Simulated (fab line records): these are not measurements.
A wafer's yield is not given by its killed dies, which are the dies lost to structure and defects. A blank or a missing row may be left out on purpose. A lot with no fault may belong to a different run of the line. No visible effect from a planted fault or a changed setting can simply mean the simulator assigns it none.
A lot that was struck, set against a sound lot + flow n5 finfet + 40 steps out of a route of 1938
Sound: the wafers L271.2, L271.3, L271.6. Struck: wafers L277.2, L277.4, L277.5. At the end, the cause is stated.
For every step that has rows: the tool of each side, followed by ch and its chambers, followed by its first start. Under that, the readings that differ: sound wafers + struck wafers + difference of the means + sigmas: that difference in standard deviations of wafers without a fault.
alike: readings with means less than 2 such deviations apart, plus words and numbers identical on both sides. not compared: withheld readings, readings lacking a value on some wafer, bounds such as >300 that could conceal the same value, and numbers that have no deviation in the record and whose values overlap.
The two part at a step that has a row with sigmas, a row that says differs or no value, or rows on one side only. When numbers do not overlap yet have no deviation, they are printed without sigmas and do not part them. Lack of a reading on every wafer of one side parts them only where that side has two or more wafers.

first, 12 steps without rows for these wafers: N5_HKMG_FIN_ETCH_58 (etches SOC in N2/H2, target depth 215.8 nm, time 741 s); N5_HKMG_FIN_STRIP_93 (strips SOC in N2/H2, time 20 s); N5_HKMG_FIN_WET_ETCH_76 (etches Al2O3 in dNH4OH, stops on La2O3, target depth 2.25 nm, rinse time 30 s); N5_HKMG_FIN_STRIP_60 (strips in N2/H2, time 360 s); N5_HKMG_FIN_WET_ETCH_77 (etches La2O3 in dHCl, stops on HfO2, target depth 2 nm); N5_HKMG_FIN_WET_ETCH_78 (etches Al2O3 in dNH4OH, stops on La2O3, target depth 4.5 nm, rinse time 30 s); N5_HKMG_FIN_ALD_79 (deposits TiN, target thk 1.5 nm, pulse time 1 s, purge time 3 s); N5_HKMG_FIN_CVD_62 (deposits a-Si from Si2H6, target thk 3 nm, time 20.8 s); N5_HKMG_FIN_RTA_80 (time 2 s); N5_HKMG_FIN_PRECLEAN_64 (cleans in dHF, time 30 s); N5_HKMG_FIN_WET_ETCH_65 (etches a-Si in TMAH, stops on TiN, time 49 s, target depth 3 nm); N5_HKMG_FIN_WET_ETCH_81 (etches TiN in SC1, stops on HfO2, time 57 s, target depth 6 nm).
N5_HKMG_FIN_WET_ETCH_82: etches La2O3 in dHCl, stops on HfO2, target depth 2 nm, rinse time 30 s.
  sound on wet bench-01 ch 1,2,3, day 4 09:17; struck on wet bench-01 ch 0,5,7, day 6 00:27
  no value came back on the struck wafers for bath heat duty pct (%), rinse temp c (C), rinse time s (s); on the sound wafers bath heat duty pct (%) reads 7.8 6.4 7.4
| reading                                    | sound | struck      | difference | sigmas |
|--------------------------------------------|-------|-------------|------------|--------|
| model.La2O3_of_HKMG_FIN_ALD_74.thk nm (nm) | 0 0 0 | 0.4 0.6 0.4 | +0.5       |        |
then, 25 steps without rows for these wafers: N5_HKMG_FIN_ALD_36 (deposits TiN, target thk 1 nm, pulse time 1 s, purge time 3 s); N5_HKMG_FIN_PWFM_ALD_03 (deposits TiN, target thk 2 nm, pulse time 1 s, purge time 3 s); N5_HKMG_FIN_COAT_29 (time 60 s, resist thk 300 nm); N5_HKMG_FIN_COAT_30 (time 60 s, resist thk 35 nm); N5_HKMG_FIN_COAT_06 (resist thk 90 nm); N5_HKMG_FIN_EBR_08; N5_HKMG_FIN_SOFTBAKE_07 (time 60 s); N5_HKMG_FIN_EXPOSE_09 (exposes mask NWFM); N5_HKMG_FIN_PEB_10 (peb time 60 s); N5_HKMG_FIN_DEVELOP_11 (develop time 30 s); N5_HKMG_FIN_DESCUM_17 (chemistry O2, time 7.9 s); N5_HKMG_FIN_ETCH_31 (etches SiARC in CF4, target depth 45.5 nm, time 75.8 s); N5_HKMG_FIN_ETCH_32 (etches SOC in N2/H2, target depth 240 nm, time 300 s); N5_HKMG_FIN_STRIP_33 (strips in N2/H2); N5_HKMG_FIN_STRIP_34 (strips in CF4); N5_HKMG_FIN_ETCH_35 (etches SOC in N2/H2, target depth 215.8 nm, time 243.4 s); N5_HKMG_FIN_STRIP_92 (strips SOC in N2/H2, time 20 s); N5_HKMG_FIN_WET_ETCH_18 (etches TiN in SC1, time 55 s, target depth 5.2 nm, rinse time 30 s); N5_HKMG_FIN_STRIP_19 (strips in N2/H2, time 360 s); N5_HKMG_FIN_ALD_91 (deposits TiN, target thk 1 nm, pulse time 1 s, purge time 3 s); N5_HKMG_FIN_COAT_85 (time 60 s, resist thk 300 nm); N5_HKMG_FIN_ETCH_86 (etches SOC in N2/H2, stops on TiN, target depth 393.2 nm); N5_HKMG_FIN_STRIP_89 (strips SOC in N2/H2, time 20 s); N5_HKMG_FIN_WET_ETCH_87 (etches TiN in SC1, time 154.2 s, target depth 4.7 nm, rinse time 30 s); N5_HKMG_FIN_STRIP_88 (strips in N2/H2, time 360 s).
-- a jump in the record: the struck wafers' starts before and after are 5 days apart (it breaks off in module HKMG_FIN and resumes in module BEOL_M4, where the first step shown is number 1111 of the route) --
N5_BEOL_M4_RC_MEAS_101:
  sound on prober-01 ch 0, day 8 18:54; struck on prober-02 ch 0, day 11 00:14
| reading             | sound                    | struck                  | difference | sigmas |
|---------------------|--------------------------|-------------------------|------------|--------|
| EOT_P               | 10.42 10.56 10.52        | 10.93 10.84 10.80       | +0.36      | +4     |
| IGATE_P (nA/um)     | 0.0048 0.0036 0.0039     | 0.0006 0.0008 0.0008    | -0.0034    | -6     |
| IOFF_P (nA/um)      | 0.213 0.225 0.215        | 0.045 0.051 0.045       | -0.171     | -6     |
| IOFF_P_85C (nA/um)  | 3.6 3.8 3.6              | 1.0 1.1 1.0             | -2.6       | -7     |
| IOFF_P_LIN (nA/um)  | 0.098 0.101 0.097        | 0.022 0.024 0.022       | -0.076     | -8     |
| IOFF_P_LONG (nA/um) | 0.000105 0.000104 0.0001 | 4.9e-05 5.1e-05 5.3e-05 | -5.2e-05   | -6     |
| ION_P (uA/um)       | 467 459 458              | 394 400 394             | -65        | -10    |
| VT_N_LVT (mV)       | 94.0 93.1 92.9           | 58.8 56.4 59.0          | -35.3      | -12    |
| VT_P (mV)           | -252.1 -253.5 -253.0     | -293.9 -289.3 -291.7    | -38.8      | -13    |
| VT_P_LONG (mV)      | -277 -277 -281           | -319 -319 -321          | -41        | -14    |
  alike: DIBL_N, DIBL_P, IOFF_N, ION_N, SS_N, SS_P, VT_N
-- the record jumps here: 5 days lie between the struck wafers' starts before and after (it left off in module BEOL_M4 and takes up again in module PASSIVATION, whose first step shown is number 1936 of the route) --
N5_PASSIVATION_PROBE_49:
  sound: prober-02 at day 13 04:10; struck: prober-02 at day 15 19:58
| reading              | sound          | struck            | difference | sigmas |
|----------------------|----------------|-------------------|------------|--------|
| sort_bin_8_speed (%) | 0 0 0          | 92.37 88.31 90.25 | +90.31     |        |
| sort n pass          | 1073 1066 1083 | 0 0 0             | -1074      | -63    |
| sort yield pct (%)   | 90.9 90.3 91.8 | 0 0 0             | -91        | -61    |
  alike: defect limited yield, killed_at_M0_to_M3, killed_at_M4_up, killed at contacts, killed at front end, killed at other, killed dies, killed open, killed short, sort_bin_5_function, sort_bin_6_memory

## WHERE THEY PART
Earliest at N5_HKMG_FIN_WET_ETCH_82; latest, in this record, at N5_PASSIVATION_PROBE_49.

WHY: what had been put in by the simulator
Step skipped in full: wet bench-01, at N5_HKMG_FIN_WET_ETCH_82, from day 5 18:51 onward. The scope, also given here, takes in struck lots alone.
